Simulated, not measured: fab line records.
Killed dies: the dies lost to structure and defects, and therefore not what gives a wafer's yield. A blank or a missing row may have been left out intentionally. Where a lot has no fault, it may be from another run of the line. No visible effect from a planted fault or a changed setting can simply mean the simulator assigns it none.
Split-lot trial + flow n5_finfet + on a route of 1938 steps: 7 lots, 21 wafers read

## SPLIT DETAILS
At N5_HKMG_FIN_PEB_10 (peb time 60 s), the setting peb_time_s was moved away from the recipe's 60 s on 9 of the 21 wafers read, by -17.6% to +21.8%. The other wafers ran this setting at the recipe's value.

## FROM SPLIT TO READING: 1 step shown by the file between the two
- N5_HKMG_FIN_DEVELOP_11: develop time 30 s

## THE READING
cd_nm at N5_HKMG_FIN_CD_MEAS_12, given in nm (cd target 92.8 nm). Typical for fault-free wafers on this fab line: 92.9 nm, with standard deviation 0.48 nm.

| wafer  | tool, chamber at the split | peb_time_s as run, s | against the recipe | cd_nm, nm | against lot-mates on the recipe |
|--------|----------------------------|----------------------|--------------------|-----------|---------------------------------|
| L079.1 | litho_track-04, 0          | 60                   | recipe             | 92.4      | -                               |
| L079.2 | litho_track-04, 0          | 68.34                | +13.9%             | 96.9      | +4.6                            |
| L079.6 | litho_track-04, 0          | 60                   | recipe             | 92.2      | -                               |
| L081.3 | litho_track-01, 0          | 49.42                | -17.6%             | 86.2      | -6.7                            |
| L081.5 | litho_track-01, 0          | 49.42                | -17.6%             | 87.3      | -5.6                            |
| L081.6 | litho_track-01, 0          | 60                   | recipe             | 92.9      | -                               |
| L082.1 | litho_track-01, 0          | 67.04                | +11.7%             | 96.3      | +3.3                            |
| L082.2 | litho_track-01, 0          | 60                   | recipe             | 92.9      | -                               |
| L082.3 | litho_track-01, 0          | 60                   | recipe             | 93.0      | -                               |
| L086.3 | litho_track-01, 0          | 60                   | recipe             | 92.1      | -                               |
| L086.5 | litho_track-01, 0          | 60                   | recipe             | 92.7      | -                               |
| L086.6 | litho_track-01, 0          | 60                   | recipe             | 92.7      | -                               |
| L088.1 | litho_track-02, 0          | 73.06                | +21.8%             | 99.2      | +6.3                            |
| L088.2 | litho_track-02, 0          | 60                   | recipe             | 92.9      | -                               |
| L088.4 | litho_track-02, 0          | 73.06                | +21.8%             | 99.8      | +6.9                            |
| L093.3 | litho_track-02, 0          | 60                   | recipe             | 92.9      | -                               |
| L093.4 | litho_track-02, 0          | 60                   | recipe             | 92.9      | -                               |
| L093.5 | litho_track-02, 0          | 66.66                | +11.1%             | 97.0      | +4.1                            |
| L095.1 | litho_track-04, 0          | 60                   | recipe             | 92.5      | -                               |
| L095.2 | litho_track-04, 0          | 50.97                | -15.0%             | 87.4      | -5.1                            |
| L095.4 | litho_track-04, 0          | 50.97                | -15.0%             | 87.0      | -5.5                            |

THE FIT
A straight line over all 21 wafers: cd_nm changes by +0.332 nm for each +1% of peb_time_s; r = +0.99; the points scatter about the line by 0.41 nm.
The same after taking each lot's own level away (the mean of its wafers on the recipe; 21 wafers): +0.329 nm for each +1%; r = +1.00; scatter 0.36 nm.
On that fit, the largest move of peb_time_s shifts the reading by 7.2 nm.
The lots' own levels span 92.30 to 92.95 nm, that is 1.4 times the standard deviation above.
So the lot-to-lot level changes the slope little: the two slopes agree.
Check: with one of the wafers moved furthest among these (+21.8%) left out of the fit, the line predicts +7.25 nm for it against its lot-mates. Against them it came out at +6.3 nm.

## OTHER SPLITS ON THESE WAFERS
These wafers also went through other splits before the reading. Each is held against what the fit with the lots' levels taken away leaves over:
| other split on the same wafers | wafers away from the commonest value | r with cd_nm (lot level and that fit taken away) |
|--------------------------------|--------------------------------------|--------------------------------------------------|
| N5_SDB_EXPOSE_08 dose_mj       | 7                                    | -0.20                                            |
| N5_HKMG_FIN_COAT_06 spin_rpm   | 9                                    | -0.25                                            |

## THE FILE'S OWN FIT
cd_nm changes by +0.328 nm for each +1% of peb_time_s, r = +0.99.
